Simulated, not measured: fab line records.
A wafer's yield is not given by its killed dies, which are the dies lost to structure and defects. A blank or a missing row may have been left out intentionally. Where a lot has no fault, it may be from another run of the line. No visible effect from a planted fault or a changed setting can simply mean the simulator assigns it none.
The tool behind it: which one? -- flow n5 finfet -- 24 lots, 72 wafers sampled, at 4 steps of a route of 1938

## WHAT THE GAUGES SHOWED, per wafer
N5_HKMG_FIN_INSPECT_61: inspects for defects (macro).
lot,measured,on,raw defect count
L074,day 3 23:14,defect inspect-01,3 4 2
L075,day 4 03:51,defect inspect-01,2 3 1
L076,day 4 10:36,defect inspect-01,2 2 1
L077,day 4 17:28,defect inspect-01,5 3 1
L078,day 5 02:34,defect inspect-01,1 3 4
L079,day 5 04:38,defect inspect-01,1 1 2
L080,day 5 12:06,defect inspect-01,3 0 1
L081,day 5 15:32,defect inspect-02,4 2 5
L082,day 5 22:43,defect inspect-01,1 1 3
L083,day 6 04:32,defect inspect-02,3 1 0
L084,day 6 14:55,defect inspect-01,5 4 1
L085,day 6 23:35,defect inspect-02,2 0 0
L086,day 7 09:14,defect inspect-01,4 2 5
L087,day 8 02:31,defect inspect-02,1 1 2
L088,day 8 03:41,defect inspect-01,4 4 3
L089,day 8 04:44,defect inspect-02,2 1 1
L090,day 8 08:25,defect inspect-02,0 2 2
L091,day 8 09:40,defect inspect-01,1 3 3
L092,day 8 13:09,defect inspect-02,0 4 3
L093,day 8 20:47,defect inspect-01,2 0 3
L094,day 8 23:23,defect inspect-02,2 1 3
L095,day 9 06:28,defect inspect-02,1 4 4
L096,day 9 14:50,defect inspect-02,1 2 2
L097,day 10 00:31,defect inspect-01,1 2 1

## WHAT TOOL EACH LOT RAN ON (gives the tool, then ch and the chambers of the sampled wafers, and finally the start)
lot,N5_SDB_STRIP_22,N5_HKMG_FIN_ALD_74,N5_HKMG_FIN_ALD_75
L074,"plasma asher-01 ch 0,1, day 3 18:07","ald hk-02 ch 0,3, day 3 22:38","ald hk-02 ch 0,3, day 3 22:43"
L075,"plasma asher-02 ch 0,1, day 3 22:44","ald hk-03 ch 1,2,3, day 4 03:14","ald hk-03 ch 1,2,3, day 4 03:19"
L076,"plasma asher-01 ch 0, day 4 05:28","ald hk-02 ch 0,2,3, day 4 10:01","ald hk-02 ch 0,2,3, day 4 10:05"
L077,"plasma asher-01 ch 0,1, day 4 12:17","ald hk-01 ch 0,1,2, day 4 17:00","ald hk-01 ch 0,1,2, day 4 17:04"
L078,"plasma asher-02 ch 0,1, day 4 20:52","ald hk-03 ch 0,3, day 5 01:58","ald hk-03 ch 0,3, day 5 02:02"
L079,"plasma asher-02 ch 0,1, day 4 23:12","ald hk-02 ch 2,3, day 5 04:02","ald hk-02 ch 2,3, day 5 04:07"
L080,"plasma asher-02 ch 0,1, day 5 06:52","ald hk-01 ch 1,2,3, day 5 11:37","ald hk-01 ch 1,2,3, day 5 11:42"
L081,"plasma asher-02 ch 0,1, day 5 10:18","ald hk-03 ch 1,2,3, day 5 14:56","ald hk-03 ch 1,2,3, day 5 15:01"
L082,"plasma asher-02 ch 1, day 5 16:47","ald hk-03 ch 0,1,2, day 5 22:08","ald hk-03 ch 0,1,2, day 5 22:12"
L083,"plasma asher-02 ch 0,1, day 5 23:19","ald hk-01 ch 0,3, day 6 03:56","ald hk-01 ch 0,3, day 6 04:01"
L084,"plasma asher-01 ch 0,1, day 6 09:44","ald hk-01 ch 0,1,3, day 6 14:27","ald hk-01 ch 0,1,3, day 6 14:32"
L085,"plasma asher-01 ch 0,1, day 6 17:44","ald hk-02 ch 0,2,3, day 6 22:59","ald hk-02 ch 0,2,3, day 6 23:04"
L086,"plasma asher-02 ch 1, day 7 03:58","ald hk-03 ch 1,2,3, day 7 08:46","ald hk-03 ch 1,2,3, day 7 08:50"
L087,"plasma asher-02 ch 1, day 7 21:22","ald hk-02 ch 0,1,3, day 8 01:55","ald hk-02 ch 0,1,3, day 8 02:00"
L088,"plasma asher-02 ch 0,1, day 7 21:43","ald hk-01 ch 0,1,3, day 8 03:13","ald hk-01 ch 0,1,3, day 8 03:17"
L089,"plasma asher-01 ch 0,1, day 7 23:34","ald hk-03 ch 0,1,3, day 8 04:09","ald hk-03 ch 0,1,3, day 8 04:13"
L090,"plasma asher-01 ch 0,1, day 8 03:19","ald hk-02 ch 0,3, day 8 07:57","ald hk-02 ch 0,3, day 8 08:02"
L091,"plasma asher-02 ch 0,1, day 8 04:32","ald hk-01 ch 0,1,3, day 8 09:04","ald hk-01 ch 0,1,3, day 8 09:08"
L092,"plasma asher-02 ch 0,1, day 8 07:58","ald hk-01 ch 1,2,3, day 8 12:40","ald hk-01 ch 1,2,3, day 8 12:45"
L093,"plasma asher-02 ch 0,1, day 8 15:02","ald hk-02 ch 0,3, day 8 20:11","ald hk-02 ch 0,3, day 8 20:16"
L094,"plasma asher-01 ch 1, day 8 18:11","ald hk-01 ch 2,3, day 8 22:47","ald hk-01 ch 2,3, day 8 22:52"
L095,"plasma asher-02 ch 0,1, day 9 01:20","ald hk-03 ch 1,2,3, day 9 05:52","ald hk-03 ch 1,2,3, day 9 05:57"
L096,"plasma asher-02 ch 0,1, day 9 07:44","ald hk-01 ch 0,2,3, day 9 14:14","ald hk-01 ch 0,2,3, day 9 14:19"
L097,"plasma asher-01 ch 0,1, day 9 18:47","ald hk-03 ch 0,1, day 10 00:02","ald hk-03 ch 0,1, day 10 00:07"
- N5_SDB_STRIP_22: strips in N2/H2.
- N5_HKMG_FIN_ALD_74: deposits La2O3, target thk 0.5 nm, pulse time 6 s, co reactant pulse time 1 s.
- N5_HKMG_FIN_ALD_75: deposits Al2O3, target thk 1 nm, co reactant pulse time 1 s.

## WHAT THE TOOLS THEMSELVES READ (means of the sampled wafers that have a number; where no wafer has one, the mark that the record gives instead)
N5_SDB_STRIP_22.
lot,tool,drypump motor current A (A),heater power w (W),oes product au (a.u.),strip time to endpoint s (s)
L074,plasma asher-01,5.54,303,0.715,96.0
L075,plasma asher-02,5.11,308,0.712,96.4
L076,plasma asher-01,5.64,280,0.713,96.2
L077,plasma asher-01,5.53,298,0.715,96.5
L078,plasma asher-02,5.26,296,0.715,96.3
L079,plasma asher-02,5.14,307,0.711,96.2
L080,plasma asher-02,5.14,309,0.714,96.5
L081,plasma asher-02,5.11,304,0.714,96.0
L082,plasma asher-02,5.36,286,0.713,96.6
L083,plasma asher-02,5.24,305,0.712,96.6
L084,plasma asher-01,5.54,299,0.716,96.3
L085,plasma asher-01,5.46,319,0.715,96.8
L086,plasma asher-02,5.38,289,0.714,96.5
L087,plasma asher-02,5.36,297,0.712,97.0
L088,plasma asher-02,5.24,301,0.721,96.7
L089,plasma asher-01,5.44,318,0.713,96.7
L090,plasma asher-01,5.44,318,0.715,96.6
L091,plasma asher-02,5.12,309,0.713,96.3
L092,plasma asher-02,5.12,309,0.714,96.4
L093,plasma asher-02,5.12,311,0.711,96.5
L094,plasma asher-01,5.33,339,0.717,96.5
L095,plasma asher-02,5.12,308,0.714,96.6
L096,plasma asher-02,5.12,308,0.712,96.6
L097,plasma asher-01,5.45,319,0.717,96.5

N5_HKMG_FIN_ALD_74.
lot,tool,heater power w (W),precursor pulse height rel
L074,ald hk-02,327,1.015
L075,ald hk-03,362,0.996
L076,ald hk-02,311,0.990
L077,ald hk-01,375,1.005
L078,ald hk-03,343,0.996
L079,ald hk-02,303,0.990
L080,ald hk-01,392,0.986
L081,ald hk-03,366,1.004
L082,ald hk-03,396,0.994
L083,ald hk-01,397,0.997
L084,ald hk-01,373,0.984
L085,ald hk-02,312,1.005
L086,ald hk-03,367,0.993
L087,ald hk-02,318,0.994
L088,ald hk-01,371,1.006
L089,ald hk-03,345,0.988
L090,ald hk-02,328,0.996
L091,ald hk-01,373,1.011
L092,ald hk-01,393,1.002
L093,ald hk-02,317,1.024
L094,ald hk-01,425,0.986
L095,ald hk-03,364,0.977
L096,ald hk-01,401,1.008
L097,ald hk-03,379,1.005

N5_HKMG_FIN_ALD_75.
lot,tool,heater power w (W),precursor pulse height rel
L074,ald hk-02,141,1.005
L075,ald hk-03,158,1.017
L076,ald hk-02,133,1.007
L077,ald hk-01,162,0.986
L078,ald hk-03,147,1.003
L079,ald hk-02,133,0.997
L080,ald hk-01,169,0.988
L081,ald hk-03,159,1.003
L082,ald hk-03,171,1.012
L083,ald hk-01,168,0.997
L084,ald hk-01,160,1.010
L085,ald hk-02,136,1.017
L086,ald hk-03,160,0.998
L087,ald hk-02,134,0.996
L088,ald hk-01,160,0.991
L089,ald hk-03,150,1.001
L090,ald hk-02,142,1.006
L091,ald hk-01,159,0.995
L092,ald hk-01,171,0.991
L093,ald hk-02,136,0.997
L094,ald hk-01,181,0.989
L095,ald hk-03,159,0.989
L096,ald hk-01,174,0.991
L097,ald hk-03,166,0.977

## THE ANSWER, worked out from the rows above alone
Rule: the usual values come from the lots themselves. The widest of any qualifying gaps counts: lots, ordered by their means at a reading, are off when they make up no more than a third of the lots, leave a main group of 4 or more, and stand apart from it by 3 or more times the standard deviation of that group's means. A main group is skipped when, at the precision printed for the reading in the tables above, its means are all equal. Also off: a lot with no number at a reading for which 4 or more lots have one. Where the step has rows for the other lots, those lots are counted as sound. The gauges are gone through in route order, then the tools' own readings, and for those a lot's mean is taken as printed above. At the first step where some lot is off, the reading lying furthest off is the one used; lots without a number count as furthest.
None of the lots is off at any reading shown; this tells nothing.

## WHAT HAD BEEN PUT IN BY THE SIMULATOR
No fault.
